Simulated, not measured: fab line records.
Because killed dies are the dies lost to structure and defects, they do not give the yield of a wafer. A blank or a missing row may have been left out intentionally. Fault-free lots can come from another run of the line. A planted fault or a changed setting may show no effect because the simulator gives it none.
Chamber matching | flow n5_finfet | N5_HKMG_FIN_ALD_91 on ald_metal-04 has 4 sister chambers
The step deposits TiN, target thk 1 nm, pulse time 1 s, purge time 3 s. 4 wafers are shown with their chamber, then 10 later ones without.

== EACH WAFER AND ITS CHAMBER ==
wafer  | chamber | heater_power_w (W)
L084.1 | 0       | 929
L084.6 | 3       | 957
L087.1 | 2       | 827
L087.3 | 1       | 865

== WAFERS WHOSE CHAMBER IS MISSING ==
wafer  | heater_power_w (W)
L087.4 | 936
L091.2 | 864
L091.3 | 823
L091.6 | 922
L094.1 | 909
L094.2 | 944
L094.5 | 971
L096.4 | 956
L096.5 | 821
L096.6 | 980

== WHICH CHAMBER EACH ONE RAN IN ==
wafer  | from the rows above     | in truth
L087.4 | can't be placed: 0 or 3 | 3
L091.2 | 1                       | 1
L091.3 | 2                       | 2
L091.6 | 0                       | 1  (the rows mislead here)
L094.1 | can't be placed: 0 or 1 | 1
L094.2 | can't be placed: 3 or 0 | 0
L094.5 | 3                       | 3
L096.4 | 3                       | 3
L096.5 | 2                       | 2
L096.6 | 3                       | 3
Placed correctly: 6 of 10. Unplaceable from these rows: 3, with the true chamber sitting among the candidates in 3. 1 placed wrongly.
How it was worked out, from the rows above alone: a wafer's distance from a chamber is the root of the sum, over the readings, of the square of ((its reading less the chamber's mean) divided by the reading's scatter). The wafer belongs to the nearest chamber; if the next one is less than 2 further off, it can't be placed. Each chamber's mean is taken over the wafers shown for it. The scatter: root of mean squared gap, hidden wafer to nearest shown wafer, with one shown wafer a chamber.
